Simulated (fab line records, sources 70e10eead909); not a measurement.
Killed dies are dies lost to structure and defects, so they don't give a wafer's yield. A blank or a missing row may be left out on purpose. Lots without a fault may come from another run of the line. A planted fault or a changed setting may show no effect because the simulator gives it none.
fab line records | flow nand_harc
record lots=11 wafers=33 last_day=34
route steps=1302 shown A_STAIRCASE@807
lots that met no fault: from a run of the same line without faults
start_h: hours from the record's first day to the start of the lot's first wafer shown | wait_h: hours since the lot's step before | " the same as in the row above | L1.1+2: a row that stands for several wafers | - no value, or no start given | * or withheld: withheld | < > ~ a bound
route shown NAME@n: a module of which the file shows steps, and the number in the route of the first | usual: mean/standard deviation of fault-free wafers | same: alike in all rows | chamber/n: place in a boat | sites: the reading at each site | _std_site: their standard deviation | _edge_site: outer sites' mean less inner sites' | radius_mm: how far each site lies from the wafer's centre | mask NAME#n: copy n | behind: the tool/chamber that last shaped the wafer | hold: why the lot was held/for how many hours/how that ended | device: the transistor (n, p or np) that didn't switch | end of line: the same wafers' tests at the end of the route | a step without rows: its recipe alone | killed: dies lost to structure and defects at the first sort, not the wafer's yield | map: a wafer's dies, x killed, . not, _ none there
set.NAME: the setting as run; set.NAME@STEP: as run at that earlier step | model.NAME: the simulator's own value behind a step, which no gauge read
steps of the route over a sample of lots; a table a step, a row a wafer
services: from which hour (start_h, from the record's first day; less than 0 if before it) a tool's chamber was out of use, for how many hours, and why
## steps
# step NHARC_A_STAIRCASE_DESCUM_291
# recipe time_s=3 o2_flow_sccm=200 ar_flow_sccm=0 bias_power_w=0 chemistry=O2
# usual drypump_motor_current_A=5.8/0.52 oes_product_au=1.001/0.011 rf_vpp_V=57.9/0.94 showerhead_plenum_p_Torr=1.96/0.075 throttle_valve_pct=11.311/0.0093
# same bias_power_w=0
# columns lot.wafer tool chamber start_h wait_h drypump_motor_current_A oes_product_au rf_hours_counter_h rf_vpp_V showerhead_plenum_p_Torr throttle_valve_pct
L833.4 rie_diel-12 0 404.61 - 5.8 0.996 42 57.1 1.78 11.326
L833.1 " 1 " " 6.7 0.990 39 57.1 1.98 11.308
L833.6 " 0 " " 5.8 1.006 - 56.9 1.78 11.307
L834.3 rie_diel-04 0 415.50 - 5.3 1.027 15 58.3 1.87 11.319
L834.5 " 0 " " 5.3 1.023 - 58.2 1.87 11.305
L834.6 " 1 " " 6.0 0.996 - 59.8 2.07 11.312
L840.1 rie_diel-12 3 456.75 - 5.9 0.996 0 57.8 1.99 11.284
L840.3 " 0 " " 5.8 1.004 0 59.5 2.08 11.309
L840.2 " 1 " " 6.7 0.996 0 57.9 1.97 11.318
L839.3 rie_diel-02 3 460.13 - 5.6 1.019 17 59.4 1.97 11.309
L839.5 " 1 " " 5.0 0.997 - 59.3 1.91 11.320
L839.6 " 2 " " 5.5 0.998 - 58.2 1.92 11.313
L846.4 rie_diel-04 2 525.03 - 6.3 0.999 59 58.6 2.06 11.320
L846.3 " 1 " " 6.0 0.986 57 57.9 2.06 11.319
L846.5 " 3 " " 6.1 1.001 - 58.7 2.02 11.327
L845.4 rie_diel-12 0 530.77 - 5.8 1.002 28 58.2 2.07 11.324
L845.3 " 1 " " 6.7 1.000 29 58.6 1.96 11.315
L845.6 " 3 " " 5.9 1.016 - 58.1 1.98 11.308
L848.4 rie_diel-02 0 539.66 - 6.7 0.989 45 56.9 1.96 11.299
L848.1 " 2 " " 5.5 0.999 44 59.7 1.91 11.309
L848.6 " 0 " " 6.7 0.981 - 59.1 1.96 11.314
L847.3 rie_diel-02 3 543.05 - 5.6 1.026 45 57.1 1.96 11.297
L847.2 " 1 " " 5.1 1.003 45 58.1 1.90 11.313
L847.6 " 3 " " 5.6 1.025 - 57.0 1.96 11.289
L851.4 rie_diel-12 0 572.87 - 5.8 1.018 43 59.1 2.06 11.323
L851.5 " 1 " " 6.7 1.002 - 56.8 1.96 11.305
L851.6 " 2 " " 5.3 1.017 - 58.2 1.81 11.306
L852.4 rie_diel-04 0 593.92 - 5.3 1.004 15 58.1 1.86 11.312
L852.2 " 1 " " 6.0 0.994 14 59.1 2.05 11.317
L852.5 " 0 " " 5.3 1.013 - 57.4 1.86 11.312
L854.3 rie_diel-12 2 618.84 - 5.3 1.002 46 57.2 1.81 11.300
L854.1 " 0 " " 5.8 0.995 57 58.2 2.06 11.288
L854.5 " 2 " " 5.3 1.012 - 57.2 1.81 11.312
# step NHARC_A_STAIRCASE_HM_OPEN_460
# recipe o2_flow_sccm=400 cos_flow_sccm=20 ar_flow_sccm=0 rf_w=500 bias_w=300 chemistry=O2/COS
# usual drypump_motor_current_A=5.8/0.53 oes_product_au=1.001/0.011 rf_fwd_power_W=499.1/1.6 rf_vpp_V=468.6/2.6 showerhead_plenum_p_Torr=3.19/0.12 throttle_valve_pct=28.330/0.0089
# columns lot.wafer tool chamber start_h wait_h drypump_motor_current_A oes_product_au rf_fwd_power_W rf_hours_counter_h rf_vpp_V showerhead_plenum_p_Torr throttle_valve_pct
L833.4 rie_diel-12 1 - - 6.7 0.981 500.4 39 469.4 3.22 28.337
L833.1 " 2 " " 5.3 1.001 500.2 38 465.0 2.99 28.334
L833.6 " 1 " " 6.7 0.989 499.1 - 466.9 3.22 28.341
L834.3 rie_diel-04 1 - - 6.1 0.988 499.7 19 471.4 3.36 28.343
L834.5 " 2 " " 6.3 0.999 501.6 - 472.9 3.36 28.327
L834.6 " 3 " " 6.1 0.996 498.8 - 472.0 3.30 28.334
L840.1 rie_diel-12 2 - - 5.3 1.009 496.6 0 463.7 2.98 28.329
L840.3 " 0 " " 5.8 1.012 501.1 0 472.1 3.37 28.334
L840.2 " 1 " " 6.7 1.004 496.0 0 468.7 3.21 28.342
L839.3 rie_diel-02 0 - - 6.7 0.997 500.1 19 468.1 3.21 28.329
L839.6 " 1 " " 5.1 1.004 498.3 - 467.2 3.11 28.332
L839.5 " 2 " " 5.5 0.996 499.8 - 468.4 3.13 28.348
L846.3 rie_diel-04 3 - - 6.1 0.993 499.5 54 469.9 3.28 28.338
L846.4 " 1 " " 6.0 0.991 499.3 57 471.5 3.34 28.323
L846.5 " 0 " " 5.3 1.009 499.0 - 465.9 3.04 28.334
L845.4 rie_diel-12 1 - - 6.7 0.997 500.5 30 468.1 3.20 28.337
L845.3 " 0 " " 5.8 1.008 497.5 28 471.7 3.36 28.320
L845.6 " 2 " " 5.3 1.004 501.8 - 463.3 2.97 28.311
L848.4 rie_diel-02 1 - - 5.1 0.998 495.7 43 468.3 3.10 28.325
L848.1 " 2 " " 5.5 0.998 497.0 44 467.7 3.12 28.316
L848.6 " 1 " " 5.1 0.996 498.6 - 466.8 3.10 28.336
L847.2 rie_diel-02 1 - - 5.1 1.007 496.4 45 466.2 3.10 28.335
L847.3 " 0 " " 6.7 0.996 500.8 47 468.0 3.19 28.321
L847.6 " 2 " " 5.6 1.002 501.6 - 467.2 3.12 28.331
L851.4 rie_diel-12 0 - - 5.8 1.013 499.6 43 474.5 3.35 28.331
L851.6 " 3 " " 5.9 1.002 496.1 - 469.2 3.22 28.320
L851.5 " 0 " " 5.8 1.023 499.7 - 473.4 3.35 28.330
L852.4 rie_diel-04 2 - - 6.3 0.983 498.4 18 471.1 3.33 28.338
L852.2 " 3 " " 6.1 0.986 498.2 17 472.2 3.27 28.329
L852.5 " 1 " " 6.0 1.003 499.0 - 470.8 3.33 28.332
L854.1 rie_diel-12 2 - - 5.3 1.021 500.2 46 464.3 2.96 28.335
L854.3 " 3 " " 5.9 1.013 498.4 49 469.1 3.22 28.330
L854.5 " 2 " " 5.3 1.016 498.5 - 464.5 2.96 28.345
# step NHARC_A_STAIRCASE_ETCH_313
# recipe cf4_flow_sccm=100 chf3_flow_sccm=30 ar_flow_sccm=0 rf_w=500 bias_w=200 chemistry=CF4/CHF3
# usual cf4_flow_sccm=99.98/0.27 drypump_motor_current_A=5.8/0.53 oes_product_au=0.935/0.021 rf_fwd_power_W=497.4/1.7 rf_vpp_V=371.8/1.8 showerhead_plenum_p_Torr=1.61/0.053 throttle_valve_pct=16.802/0.0097
# columns lot.wafer tool chamber start_h wait_h cf4_flow_sccm drypump_motor_current_A oes_product_au rf_fwd_power_W rf_hours_counter_h rf_vpp_V showerhead_plenum_p_Torr throttle_valve_pct
L833.1 rie_diel-04 1 409.89 0.1 100.13 6.0 0.918 499.1 16 374.9 1.70 16.801
L833.6 " 2 " " 99.62 6.3 0.928 499.1 - 375.7 1.70 16.802
L833.4 " 1 " " 100.02 6.0 0.917 498.2 - 374.7 1.70 16.790
L834.3 rie_diel-04 1 421.78 0.1 100.19 6.0 0.911 496.2 21 374.7 1.69 16.812
L834.6 " 3 " " 100.00 6.1 0.917 496.5 - 373.1 1.66 16.798
L834.5 " 0 " " 100.43 5.3 0.938 500.2 - 370.4 1.54 16.797
L840.3 rie_diel-02 0 462.53 0.1 99.88 6.7 0.916 498.2 20 371.1 1.62 16.809
L840.2 " 2 " " 99.98 5.5 0.924 498.6 18 371.9 1.58 16.805
L840.1 " 3 " " 100.44 5.5 0.931 497.5 18 371.9 1.62 16.796
L839.3 rie_diel-12 1 465.30 0.1 99.82 6.7 0.955 499.8 2 372.1 1.62 16.800
L839.6 " 2 " " 99.80 5.3 0.972 498.8 - 369.0 1.50 16.809
L839.5 " 3 " " 99.80 5.9 0.984 495.8 - 373.2 1.63 16.792
L846.3 rie_diel-02 1 534.09 0.1 99.87 5.1 0.919 493.7 40 369.6 1.56 16.793
L846.4 " 2 " " 99.87 5.5 0.926 498.1 42 370.9 1.57 16.797
L846.5 " 1 " " 99.58 5.0 0.920 496.3 - 369.8 1.56 16.788
L845.4 rie_diel-02 3 538.10 0.1 100.29 5.6 0.936 496.7 43 371.8 1.61 16.817
L845.3 " 2 " " 100.28 5.5 0.928 498.9 43 370.7 1.57 16.809
L845.6 " 0 " " 99.60 6.7 0.915 497.7 - 370.6 1.61 16.794
L848.4 rie_diel-04 0 545.59 0.1 100.36 5.3 0.965 497.2 0 371.4 1.53 16.811
L848.1 " 1 " " 99.97 6.0 0.958 497.8 0 373.6 1.68 16.801
L848.6 " 1 " " 100.00 6.0 0.963 499.7 - 375.5 1.68 16.802
L847.2 rie_diel-04 2 548.25 0.1 100.07 6.3 0.961 495.7 0 373.7 1.68 16.803
L847.3 " 3 " " 100.39 6.1 0.976 497.3 0 372.4 1.65 16.806
L847.6 " 3 " " 99.76 6.1 0.978 493.8 - 373.7 1.65 16.804
L851.4 rie_diel-04 1 578.05 0.1 99.94 6.0 0.930 497.9 9 372.6 1.68 16.795
L851.5 " 1 " " 99.92 6.1 0.919 497.7 - 375.2 1.68 16.805
L851.6 " 2 " " 99.69 6.3 0.908 498.3 - 373.8 1.68 16.804
L852.4 rie_diel-12 3 602.37 0.1 100.06 5.9 0.938 493.5 45 372.0 1.62 16.801
L852.2 " 0 " " 99.87 5.8 0.938 496.5 53 374.3 1.69 16.797
L852.5 " 3 " " 100.32 5.9 0.937 493.8 - 372.1 1.62 16.803
L854.1 rie_diel-02 3 625.18 0.1 99.59 5.5 0.931 499.1 13 372.3 1.60 16.807
L854.3 " 0 " " 99.84 6.7 0.920 492.9 13 370.6 1.60 16.795
L854.5 " 2 " " 99.98 5.5 0.922 499.6 - 370.8 1.56 16.805
# step NHARC_A_STAIRCASE_ALD_415
# recipe target_thk_a=300 pulse_time_s=6 ald_cycles=300 temp_c=300 material=SiO2
# usual ald_cycles=300/0 heater_power_w=464/45 precursor_pulse_height_rel=1.000/0.021
# columns lot.wafer tool chamber start_h wait_h ald_cycles heater_power_w precursor_pulse_height_rel
L833.1 ald_hk-03 1 413.22 0.1 300 382 1.004
L833.4 " 3 " " 300 456 1.018
L833.6 " 2 " " 300 492 0.963
L834.3 ald_hk-02 1 424.23 0.7 300 449 1.022
L834.5 " 2 " " 300 470 0.986
L834.6 " 3 " " 300 375 0.980
L840.3 ald_hk-03 1 464.31 0.1 191 389 1.003
L840.1 " 3 " " 300 457 1.019
L840.2 " 0 " " 300 520 1.022
L839.3 ald_hk-03 1 467.51 0.5 191 398 0.977
L839.6 " 3 " " 300 450 0.995
L839.5 " 0 " " 300 524 1.009
L846.4 ald_hk-01 2 536.10 0.3 300 519 1.015
L846.3 " 3 " " 300 514 0.989
L846.5 " 1 " " 300 462 0.991
L845.4 ald_hk-01 3 540.31 0.3 300 503 0.989
L845.3 " 0 " " 300 443 0.964
L845.6 " 2 " " 300 504 1.015
L848.4 ald_hk-03 0 547.60 0.3 300 522 1.007
L848.1 " 2 " " 300 490 0.964
L848.6 " 0 " " 300 528 0.963
L847.3 ald_hk-03 3 550.49 0.5 300 449 0.994
L847.2 " 0 " " 300 530 0.994
L847.6 " 1 " " 300 390 0.976
L851.4 ald_hk-03 1 580.37 0.3 300 375 0.995
L851.6 " 0 " " 300 511 1.032
L851.5 " 1 " " 300 369 0.986
L852.4 ald_hk-03 2 604.67 0.1 300 515 0.986
L852.2 " 3 " " 300 458 1.048
L852.5 " 2 606.47 1.9 300 506 1.007
L854.1 ald_hk-03 2 626.99 0.1 300 503 0.983
L854.3 " 1 628.35 1.4 300 370 0.974
L854.5 " 2 " " 300 509 0.990
## services
# columns tool chamber start_h hours kind
ald_hk-01 - 383.18 0.7 repair
rie_diel-04 - 387.35 0.5 repair
ald_hk-03 - 390.80 10.0 pm
rie_diel-02 - 397.36 9.0 pm
rie_diel-12 0 401.83 - clean
rie_diel-12 1 401.83 - clean
rie_diel-12 2 401.83 - clean
rie_diel-12 3 401.83 - clean
rie_diel-04 0 402.33 7.7 repair
rie_diel-02 - 416.53 0.6 repair
rie_diel-12 0 426.33 - clean
rie_diel-12 1 426.33 - clean
rie_diel-12 - 447.28 9.0 pm
rie_diel-02 3 455.29 2.5 repair
rie_diel-02 1 464.31 4.4 repair
ald_hk-01 - 476.66 10.0 pm
rie_diel-12 2 499.02 10.7 repair
rie_diel-12 2 519.50 1.4 repair
ald_hk-02 - 532.13 10.0 pm
rie_diel-04 - 536.33 9.0 pm
ald_hk-03 - 568.80 10.0 pm
rie_diel-02 - 574.52 9.0 pm
rie_diel-12 3 596.29 4.9 repair
rie_diel-12 - 624.32 9.0 pm
## key
first_sign step=NHARC_A_STAIRCASE_ALD_415 reading=ald_cycles direction=down sigmas=99+ usual=300 struck=191
effect none on later readings
met_at NHARC_A_STAIRCASE_ALD_415
struck_lots L839,L840
struck_wafers L839.3,L840.3
tester_left_out L839,L840
not_acting_at NHARC_A_STAIRCASE_DESCUM_291,NHARC_A_STAIRCASE_HM_OPEN_460,NHARC_A_STAIRCASE_ETCH_313
onset_between 413.22 464.31
fault kind=process_parameter_drift tool=ald_hk-03 chamber=- onset_h=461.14 steps=NHARC_A_STAIRCASE_ALD_415 channel=ald_cycles offset=-109 shape=step end_h=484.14 scope=struck_wafers_only acts_in=these_recipes_only stated=300
# tester_left_out: of these lots the tester's yield and bins aren't shown, on N5 and GAA mostly nor the transistor test; their killed dies are dies lost to structure and defects alone, not to doping, threshold or leakage, so they don't give the yield
